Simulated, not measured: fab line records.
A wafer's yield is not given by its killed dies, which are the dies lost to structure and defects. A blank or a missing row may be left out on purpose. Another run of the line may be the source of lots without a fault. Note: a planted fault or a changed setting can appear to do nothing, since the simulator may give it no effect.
Matching of chambers    flow n5 finfet    N5_BEOL_M15_DEP_53 on pecvd-01: 3 sister chambers
The step deposits SiCN from 3MS/NH3, target thk 50 nm, time 17.8 s. 6 wafers are shown with their chamber, then 8 later ones without.

## EACH WAFER AND ITS CHAMBER
wafer   chamber  throttle valve pct (%)  showerhead plenum p Torr (Torr)
L219.5  2        17.6                    4.127
L225.1  2        17.5                    4.144
L224.1  1        20.5                    4.161
L224.3  0        18.2                    4.163
L224.4  1        20.4                    4.149
L227.2  0        18.1                    4.149

## WAFERS WHOSE CHAMBER IS MISSING
wafer   throttle valve pct (%)  showerhead plenum p Torr (Torr)
L227.4  17.5                    4.143
L227.5  20.4                    4.155
L229.3  17.7                    4.137
L229.4  17.5                    4.131
L229.6  20.2                    4.163
L228.2  17.7                    4.141
L228.3  18.1                    4.169
L228.4  17.7                    4.132

## CHAMBER TAKEN BY EACH
wafer   from the rows above  in truth
L227.4  2                    2
L227.5  1                    1
L229.3  2                    2
L229.4  2                    2
L229.6  1                    1
L228.2  2                    2
L228.3  0                    0
L228.4  2                    2
Placed correctly: 8 of 8. From these rows, 0 cannot be placed. Wrongly placed: 0.
How it was worked out, from the rows above alone: a wafer's distance from a chamber is the root of the sum, over the readings, of the square of ((its reading less the chamber's mean) divided by the reading's scatter). If the next closest chamber is less than 2 further off than the closest, the wafer can't be placed; otherwise it belongs to the closest. The mean given for a chamber averages the wafers shown for that chamber. The scatter is the square root of a quotient: the sum, over the shown wafers, of each reading's squared deviation from its chamber's mean, divided by wafers minus chambers.
